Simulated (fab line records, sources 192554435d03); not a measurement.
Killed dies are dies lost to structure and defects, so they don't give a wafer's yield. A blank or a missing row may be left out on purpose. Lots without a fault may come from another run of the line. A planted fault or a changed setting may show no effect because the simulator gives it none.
fab line records | flow n5_finfet
record lots=6 wafers=18 last_day=18
route steps=1938 shown FIN_SAQP@104 BEOL_M4@1111 PASSIVATION@1936
lots that met no fault: from a run of the same line without faults
start_h: hours from the record's first day to the start of the lot's first wafer shown | wait_h: hours since the lot's step before | " the same as in the row above | L1.1+2: a row that stands for several wafers | - no value, or no start given | * or withheld: withheld | < > ~ a bound
route shown NAME@n: a module of which the file shows steps, and the number in the route of the first | usual: mean/standard deviation of fault-free wafers | same: alike in all rows | chamber/n: place in a boat | sites: the reading at each site | _std_site: their standard deviation | _edge_site: outer sites' mean less inner sites' | radius_mm: how far each site lies from the wafer's centre | mask NAME#n: copy n | behind: the tool/chamber that last shaped the wafer | hold: why the lot was held/for how many hours/how that ended | device: the transistor (n, p or np) that didn't switch | end of line: the same wafers' tests at the end of the route | a step without rows: its recipe alone | killed: dies lost to structure and defects at the first sort, not the wafer's yield | map: a wafer's dies, x killed, . not, _ none there
set.NAME: the setting as run; set.NAME@STEP: as run at that earlier step | model.NAME: the simulator's own value behind a step, which no gauge read
lots at some steps of the route; a table a step, a row a wafer
services: from which hour (start_h, from the record's first day; less than 0 if before it) a tool's chamber was out of use, for how many hours, and why
## steps
# step N5_FIN_SAQP_COAT_50
# recipe resist=SiARC temp_c=220 time_s=60 spin_rpm=1500 resist_thk_nm=35
# step N5_FIN_SAQP_COAT_10
# recipe resist=CAR-ArF spin_rpm=1500 resist_thk_nm=90
# step N5_FIN_SAQP_EBR_12
# recipe solvent=PGMEA ebr_width_mm=1.5
# step N5_FIN_SAQP_SOFTBAKE_11
# recipe temp_c=110 time_s=60 resist=CAR-ArF
# step N5_FIN_SAQP_EXPOSE_13
# recipe mask_id=FIN_CORE na=1.35 source_shape=dipole sigma_inner=0.538 sigma_outer=0.738 polarization=te target_cd_nm=35.6 dose_mj=63.25
# step N5_FIN_SAQP_PEB_14
# recipe peb_temp_c=withheld peb_time_s=60 resist=CAR-ArF
# step N5_FIN_SAQP_DEVELOP_15
# recipe develop_time_s=30 developer=TMAH resist=CAR-ArF dev_temp_c=23 rinse_liquid=diw dry=air_spin
# step N5_FIN_SAQP_CD_MEAS_16
# recipe target_cd_nm=35.6 landing_energy_ev=500 detector=se_inlens
# usual cd_nm=35.6/0.31
# columns lot.wafer tool chamber start_h wait_h cd_nm
L496.3 cd_sem-03 0 69.18 - 34.9
L496.5 " 0 " " 35.4
L496.6 " 0 " " 35.4
L497.2 cd_sem-03 0 75.50 - 35.4
L497.4 " 0 " " 35.8
L497.6 " 0 " " 35.9
L499.1 cd_sem-03 0 87.67 - 34.9
L499.2 " 0 " " 35.5
L499.4 " 0 " " 35.3
L502.2 cd_sem-01 0 105.67 - 34.9
L502.5 " 0 " " 35.3
L502.6 " 0 " " 35.2
L505.1 cd_sem-03 0 123.61 - 35.7
L505.2 " 0 " " 35.4
L505.4 " 0 " " 35.5
L511.2 cd_sem-01 0 159.29 - 35.3
L511.4 " 0 " " 35.5
L511.5 " 0 " " 35.3
# step N5_FIN_SAQP_OVL_MEAS_17
# recipe points_per_wafer=44
# usual FIN_CORE_OVL=-0.9/0.8
# same points_per_wafer=44
# columns lot.wafer tool chamber start_h wait_h FIN_CORE_OVL[nm]
L496.3 overlay-01 0 69.21 0.0 -1.2
L496.5 " 0 " " -1.0
L496.6 " 0 " " -0.9
L497.2 overlay-01 0 75.53 0.0 0.2
L497.4 " 0 " " -0.1
L497.6 " 0 " " 0.9
L499.1 overlay-01 0 87.71 0.0 0.3
L499.2 " 0 " " -0.6
L499.4 " 0 " " -0.5
L502.2 overlay-02 0 105.71 0.0 0.5
L502.5 " 0 " " -0.6
L502.6 " 0 " " 0.0
L505.1 overlay-02 0 123.65 0.0 -0.4
L505.2 " 0 " " -1.8
L505.4 " 0 " " -1.5
L511.2 overlay-01 0 159.33 0.0 -1.5
L511.4 " 0 " " -0.2
L511.5 " 0 " " -2.4
# step N5_FIN_SAQP_INSPECT_18
# recipe mode=adi inspect_instrument=brightfield
# usual raw_defect_count=446/120
# columns lot.wafer tool chamber start_h wait_h raw_defect_count
L496.3 defect_inspect-02 - 69.24 0.0 285
L496.5 " - " " 311
L496.6 " - " " 304
L497.2 defect_inspect-02 - 75.56 0.0 444
L497.4 " - " " 660
L497.6 " - " " 587
L499.1 defect_inspect-01 - 87.73 0.0 608
L499.2 " - " " 439
L499.4 " - " " 653
L502.2 defect_inspect-02 - 105.73 0.0 300
L502.5 " - " " 440
L502.6 " - " " 393
L505.1 defect_inspect-01 - 123.67 0.0 308
L505.2 " - " " 262
L505.4 " - " " 325
L511.2 defect_inspect-01 - 159.35 0.0 617
L511.4 " - " " 396
L511.5 " - " " 394
# step N5_FIN_SAQP_DESCUM_21
# recipe chemistry=O2 time_s=7.9 source_power_w=50 bias_power_w=20 pressure_mtorr=20 rf_frequency_hz=2.712e+07 temp_c=40 resist=CAR-ArF o2_flow_sccm=225
# usual drypump_motor_current_A=5.8/0.48 oes_product_au=0.79/0.1 rf_vpp_V=243.4/1.3 showerhead_plenum_p_Torr=2.11/0.077 throttle_valve_pct=20.37/0.19
# columns lot.wafer tool chamber start_h wait_h drypump_motor_current_A oes_product_au rf_hours_counter_h rf_vpp_V showerhead_plenum_p_Torr throttle_valve_pct
L496.3 rie_diel-05 1 69.51 0.3 5.6 0.95 4 242.8 2.05 20.38
L496.5 " 0 " " 5.8 0.68 - 243.7 2.05 20.57
L496.6 " 1 " " 5.7 0.94 - 241.8 2.05 20.37
L497.2 rie_diel-05 0 75.63 0.1 5.8 0.68 266 241.5 2.05 20.56
L497.4 " 1 " " 5.6 0.93 - 242.8 2.05 20.37
L497.6 " 2 " " 6.6 0.71 - 244.4 2.16 20.65
L499.1 rie_diel-05 2 87.77 0.0 6.5 0.72 208 244.8 2.16 20.67
L499.2 " 1 " " 5.6 0.91 12 242.3 2.05 20.37
L499.4 " 2 " " 6.6 0.72 - 244.0 2.16 20.66
L502.2 rie_diel-02 1 105.77 0.0 5.3 0.91 27 242.9 2.13 20.22
L502.5 " 2 " " 6.2 0.84 - 244.8 2.22 20.20
L502.6 " 1 " " 5.2 0.90 - 242.4 2.13 20.22
L505.1 rie_diel-05 2 123.71 0.0 6.5 0.71 221 243.2 2.16 20.69
L505.2 " 0 " " 5.8 0.96 7 242.7 2.04 20.20
L505.4 " 1 " " 5.6 0.88 26 243.0 2.05 20.41
L511.2 rie_diel-04 1 159.48 0.1 5.4 0.92 29 244.7 2.14 20.24
L511.4 " 2 " " 5.7 0.71 235 243.6 2.04 20.43
L511.5 " 1 " " 5.4 0.91 - 243.7 2.14 20.24
# step N5_FIN_SAQP_ETCH_51
# recipe chemistry=CF4 target=SiARC target_depth_a=455 mask_material=CAR-ArF time_s=75.8 ion_energy_ev=80 pressure_mtorr=40 source_w=545 bias_w=36 Ar_flow_sccm=100 cf4_flow_sccm=100 ends=cleared
# usual drypump_motor_current_A=5.8/0.48 etch_rf_on_time_s=75.9/1.2 oes_product_au=0.68/0.091 rf_vpp_V=184.4/1.2 showerhead_plenum_p_Torr=2.16/0.072 throttle_valve_pct=15.60/0.24
# columns lot.wafer tool chamber start_h wait_h drypump_motor_current_A etch_rf_on_time_s oes_product_au rf_hours_counter_h rf_vpp_V showerhead_plenum_p_Torr throttle_valve_pct
L496.3 rie_diel-05 1 69.55 0.0 5.6 74.5 0.82 4 184.3 2.11 15.48
L496.5 " 0 " " 5.8 75.6 0.58 - 183.0 2.09 15.80
L496.6 " 1 " " 5.6 74.2 0.82 - 184.5 2.11 15.46
L497.2 rie_diel-05 0 75.67 0.0 5.7 75.9 0.58 266 183.3 2.09 15.81
L497.4 " 1 " " 5.6 74.9 0.80 - 184.1 2.10 15.49
L497.6 " 2 " " 6.5 76.8 0.62 - 183.5 2.22 15.96
L499.1 rie_diel-05 2 87.80 0.0 6.5 77.1 0.60 208 184.2 2.22 15.98
L499.2 " 1 " " 5.6 75.0 0.78 12 184.4 2.10 15.48
L499.4 " 2 " " 6.6 77.1 0.61 - 185.2 2.22 15.98
L502.2 rie_diel-02 1 105.80 0.0 5.2 76.2 0.77 27 183.5 2.18 15.40
L502.5 " 2 " " 6.2 76.9 0.72 - 185.6 2.25 15.27
L502.6 " 1 " " 5.2 77.0 0.78 - 184.1 2.18 15.38
L505.1 rie_diel-05 2 123.74 0.0 6.5 76.9 0.59 221 183.7 2.21 15.99
L505.2 " 0 " " 5.8 73.7 0.82 7 183.0 2.09 15.29
L505.4 " 1 " " 5.6 74.8 0.76 26 182.9 2.10 15.53
L511.2 rie_diel-04 1 159.51 0.0 5.4 74.2 0.77 29 183.9 2.17 15.33
L511.4 " 2 " " 5.8 73.3 0.60 235 184.5 2.11 15.80
L511.5 " 1 " " 5.4 73.8 0.77 - 185.6 2.17 15.34
# step N5_FIN_SAQP_ETCH_52
# recipe chemistry=N2/H2 target=SOC target_depth_a=1000 overetch_a=200 mask_material=SiARC temp_c=40 time_s=150 ion_energy_ev=200 pressure_mtorr=30 source_w=840 bias_w=150 n2_flow_sccm=200 h2_flow_sccm=200 ends=end_point
# usual drypump_motor_current_A=5.8/0.48 oes_product_au=0.71/0.092 rf_vpp_V=524.6/2.6 showerhead_plenum_p_Torr=2.57/0.092 throttle_valve_pct=17.82/0.25
# columns lot.wafer tool chamber start_h wait_h drypump_motor_current_A oes_product_au rf_hours_counter_h rf_vpp_V showerhead_plenum_p_Torr throttle_valve_pct model.SiARC_of_FIN_SAQP_COAT_50.thk_nm
L496.3 rie_diel-05 1 69.60 0.0 5.6 0.85 4 522.0 2.50 17.76 29.13
L496.5 " 0 " " 5.8 0.61 - 521.8 2.51 18.13 29.32
L496.6 " 1 " " 5.6 0.85 - 522.6 2.50 17.76 29.16
L497.2 rie_diel-05 0 75.72 0.0 5.7 0.61 266 522.3 2.50 18.13 29.14
L497.4 " 1 " " 5.6 0.83 - 522.1 2.50 17.78 29.04
L497.6 " 2 " " 6.5 0.65 - 527.3 2.65 18.22 29.34
L499.1 rie_diel-05 2 87.86 0.0 6.6 0.64 208 526.6 2.65 18.22 29.31
L499.2 " 1 " " 5.6 0.81 12 522.2 2.49 17.78 25.68
L499.4 " 2 " " 6.6 0.64 - 526.8 2.65 18.25 29.3
L502.2 rie_diel-02 1 105.86 0.0 5.3 0.80 27 526.1 2.61 17.68 29.42
L502.5 " 2 " " 6.2 0.77 - 527.0 2.68 17.47 29.62
L502.6 " 1 " " 5.2 0.81 - 525.3 2.61 17.67 29.36
L505.1 rie_diel-05 2 123.80 0.0 6.6 0.64 221 527.0 2.64 18.26 29.25
L505.2 " 0 " " 5.8 0.85 7 521.5 2.50 17.72 25.52
L505.4 " 1 " " 5.6 0.79 26 522.1 2.49 17.82 28.95
L511.2 rie_diel-04 2 159.57 0.0 5.8 0.63 235 522.8 2.50 17.92 28.96
L511.4 " 0 " " 5.2 0.60 258 523.0 2.49 17.53 28.91
L511.5 " 1 " " 5.4 0.80 - 526.0 2.60 17.61 28.79
# step N5_FIN_SAQP_STRIP_53
# recipe chemistry=N2/H2 temp_c=40 n2_flow_sccm=200 h2_flow_sccm=200 rf_frequency_hz=6e+07
# step N5_FIN_SAQP_HM_OPEN_73
# recipe chemistry=CHF3/O2 target=SiO2 stop_on=a-Si target_depth_a=120 over_etch_frac=1.8 mask_material=SOC time_s=16.8 pressure_mtorr=30 source_w=650 bias_w=170 Ar_flow_sccm=200 CHF3_flow_sccm=50 O2_flow_sccm=5 ion_energy_ev=200 ends=end_point
# usual drypump_motor_current_A=5.8/0.48 oes_product_au=0.47/0.061 rf_vpp_V=525/10 showerhead_plenum_p_Torr=2.43/0.081 throttle_valve_pct=18.78/0.22
# columns lot.wafer tool chamber start_h wait_h drypump_motor_current_A oes_product_au rf_hours_counter_h rf_vpp_V showerhead_plenum_p_Torr throttle_valve_pct model.SiARC_of_FIN_SAQP_COAT_50.thk_nm
L496.3 rie_diel-05 1 69.71 0.0 5.7 0.57 4 524 2.36 18.71 4.901
L496.5 " 0 " " 5.8 0.41 - 518 2.36 18.99 5.176
L496.6 " 1 " " 5.7 0.56 - 523 2.36 18.72 4.858
L497.2 rie_diel-05 0 75.83 0.0 5.8 0.40 266 519 2.36 18.99 5.483
L497.4 " 1 " " 5.6 0.56 - 523 2.36 18.70 4.964
L497.6 " 2 " " 6.5 0.44 - 518 2.50 19.15 6.1
L499.1 rie_diel-05 2 87.97 0.0 6.5 0.43 208 514 2.50 19.14 5.866
L499.2 " 1 " " 5.6 0.55 12 523 2.36 18.71 1.132
L499.4 " 2 " " 6.5 0.43 - 517 2.50 19.16 5.79
L502.2 rie_diel-02 1 105.96 0.0 5.3 0.54 27 524 2.45 18.60 5.75
L502.5 " 2 " " 6.2 0.52 - 508 2.53 18.51 6.508
L502.6 " 1 " " 5.2 0.54 - 522 2.45 18.59 5.518
L505.1 rie_diel-05 2 123.91 0.0 6.6 0.43 221 515 2.49 19.17 5.977
L505.2 " 0 " " 5.8 0.56 7 518 2.36 18.57 1.02
L505.4 " 1 " " 5.6 0.52 27 524 2.35 18.72 4.614
L511.2 rie_diel-04 1 159.68 0.0 5.3 0.54 29 532 2.45 18.58 4.391
L511.4 " 1 " " 5.3 0.54 - 530 2.45 18.59 4.343
L511.5 " 3 " " 6.5 0.44 - 526 2.47 18.77 4.862
# step N5_FIN_SAQP_STRIP_74
# recipe chemistry=CHF3/O2 resist=SiARC rf_frequency_hz=6e+07
# step N5_BEOL_M4_RC_MEAS_101
# usual DIBL_N=36.2/1.6 DIBL_P=36.5/1.9 IOFF_N=0.158/0.027 IOFF_P=0.21/0.038 ION_N=675/12 ION_P=464/8.9 SS_N=71.5/0.61 SS_P=73.4/0.59 VT_N=250.4/3 VT_P=-250/3.6
# columns lot.wafer tool chamber start_h wait_h DIBL_N[mV/V] DIBL_P[mV/V] IOFF_N[nA/um] IOFF_P[nA/um] ION_N[uA/um] ION_P[uA/um] SS_N[mV/dec] SS_P[mV/dec] VT_N[mV] VT_P[mV]
L496.3 prober-01 0 212.85 0.3 36.4 34.1 0.138 0.15 662 449 71.5 73.1 253.4 -258
L496.5 " 0 " " 34.5 33.1 0.119 0.14 654 447 70.9 73.1 253.1 -257
L496.6 " 0 " " 36.6 35.9 0.148 0.18 676 458 71.7 73.3 249.8 -255
L497.2 prober-02 0 219.14 0.2 33.5 33.8 0.121 0.16 666 456 71.6 73.7 253.3 -253
L497.4 " 0 " " 37.5 40.1 0.211 0.26 686 471 71.5 74.4 246.2 -247
L497.6 " 0 " " 36.1 37.4 0.163 0.22 684 467 71.0 73.6 250.5 -250
L499.1 prober-01 0 227.46 0.0 36.1 36.1 0.162 0.20 683 463 71.3 73.5 247.1 -251
L499.2 " 0 " " 36.6 36.7 0.168 0.20 682 462 71.3 73.3 247.3 -246
L499.4 " 0 " " 37.8 39.3 0.206 0.26 706 486 71.6 74.4 245.4 -246
L502.2 prober-01 0 255.40 0.2 38.5 39.4 0.208 0.28 680 473 72.2 74.3 245.6 -246
L502.5 " 0 " " 38.5 40.3 0.212 0.31 684 476 72.4 73.7 245.3 -244
L502.6 " 0 " " 38.3 40.2 0.207 0.32 690 483 71.5 74.5 246.2 -244
L505.1 prober-01 0 279.61 0.0 36.4 37.3 0.157 0.20 678 461 72.5 73.5 250.1 -253
L505.2 " 0 " " 33.2 34.9 0.121 0.18 669 465 70.8 72.5 253.1 -253
L505.4 " 0 " " 35.4 35.7 0.145 0.20 665 453 71.5 73.4 251.5 -254
L511.2 prober-01 0 313.16 0.2 37.9 38.1 0.188 0.26 677 468 72.0 73.1 250.6 -247
L511.4 " 0 " " 38.5 39.4 0.212 0.30 686 477 72.1 74.5 246.6 -245
L511.5 " 0 " " 36.0 36.8 0.159 0.24 672 469 71.3 73.4 250.9 -247
# step N5_PASSIVATION_PROBE_49
# usual defect_limited_yield=91.3/1.7 killed_at_M0_to_M3=33/11 killed_at_M4_up=14/5.5 killed_at_contacts=13/6.5 killed_at_front_end=39/13 killed_at_other=3.4/2.9 killed_dies=103/20 killed_open=69/15 killed_short=32/8.1 sort_bin_5_function=5.1/1.1 sort_bin_6_memory=3.3/0.74 sort_bin_8_speed=0.00/0.014 sort_n_pass=1077/20 sort_yield_pct=91.3/1.7
# same gross_dies=1180 killed_at_back_side=0 sort_bin_4_leakage[%]=0
# columns lot.wafer tool chamber start_h wait_h defect_limited_yield[%] killed_at_M0_to_M3 killed_at_M4_up killed_at_contacts killed_at_front_end killed_at_other killed_dies killed_open killed_short sort_bin_5_function[%] sort_bin_6_memory[%] sort_bin_8_speed[%] sort_n_pass sort_yield_pct[%]
L505.1 prober-01 - 390.75 0.0 93.7 13 12 6 38 5 74 39 34 3.5 2.4 0 1106 93.7
L505.2 prober-01 - 390.80 0.1 89.7 19 18 21 58 5 121 73 45 5.9 3.8 0 1059 89.7
L505.4 prober-01 - 390.90 0.2 92.3 30 19 4 34 4 91 60 23 4.2 3.1 0 1089 92.3
# killed by level:class
L505.1 FIN_SAQP:geometric_particle:short=10 STI_FIN_REVEAL:geometric_particle:open=7 BEOL_M0_SAQP:geometric_particle:open=5 ILD0:geometric_particle:short=4 FIN_CUT:geometric_particle:short=4 BEOL_M4:geometric_particle:open=4 MOL_CONTACT_COAG:geometric_particle:open=4 BEOL_M4:geometric_particle:short=3
L505.2 MOL_CONTACT_COAG:geometric_particle:open=16 STI_FIN_REVEAL:geometric_particle:open=14 FIN_SAQP:geometric_particle:short=10 FIN_SAQP:geometric_particle:open=7 GATE_CUT:geometric_particle:short=7 BEOL_M2:geometric_particle:open=5 BEOL_M4:geometric_particle:open=4 MOL_CONTACT_COAG:geometric_particle:short=4
L505.4 DUMMY_GATE:geometric_particle:open=10 BEOL_M4:geometric_particle:open=7 BEOL_M1:geometric_particle:open=7 BEOL_M3:geometric_particle:open=7 FIN_SAQP:geometric_particle:open=5 GATE_CUT:geometric_particle:short=5 BEOL_M0:geometric_particle:open=5 BEOL_M14:coat_microbubble_printed=5
## services
# columns tool chamber start_h hours kind
rie_diel-04 1 53.22 - clean
rie_diel-04 1 53.22 - consumable_replace:focus_ring
rie_diel-04 1 53.22 22.4 scheduled_down
rie_diel-04 1 53.22 22.4 vent_cycle
rie_diel-05 3 61.42 - clean
rie_diel-05 3 61.42 - consumable_replace:focus_ring
rie_diel-05 3 61.42 - consumable_replace:showerhead
rie_diel-05 3 61.42 19.8 scheduled_down
rie_diel-05 3 61.42 19.8 vent_cycle
rie_diel-02 3 63.35 3.5 repair
rie_diel-05 0 81.23 - clean
rie_diel-05 0 81.23 - consumable_replace:focus_ring
rie_diel-05 0 81.23 18.0 scheduled_down
rie_diel-05 0 81.23 18.0 vent_cycle
rie_diel-02 - 93.56 0.3 repair
rie_diel-02 3 113.81 - clean
rie_diel-02 3 113.81 - consumable_replace:focus_ring
## key
first_sign none at tools or gauges
model_effect step=N5_FIN_SAQP_ETCH_52 value=SiARC_of_FIN_SAQP_COAT_50.thk_nm without=28.97 struck=25.6
model_effect step=N5_FIN_SAQP_HM_OPEN_73 value=SiARC_of_FIN_SAQP_COAT_50.thk_nm without=4.44 struck=1.076
met_at N5_FIN_SAQP_ETCH_52
struck_wafers L499.2,L505.2
onset_between 75.72 87.86
fault kind=process_parameter_drift tool=rie_diel-05 chamber=- onset_h=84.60 steps=N5_FIN_SAQP_ETCH_52 channel=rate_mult offset=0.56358 shape=step end_h=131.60 scope=struck_wafers_only
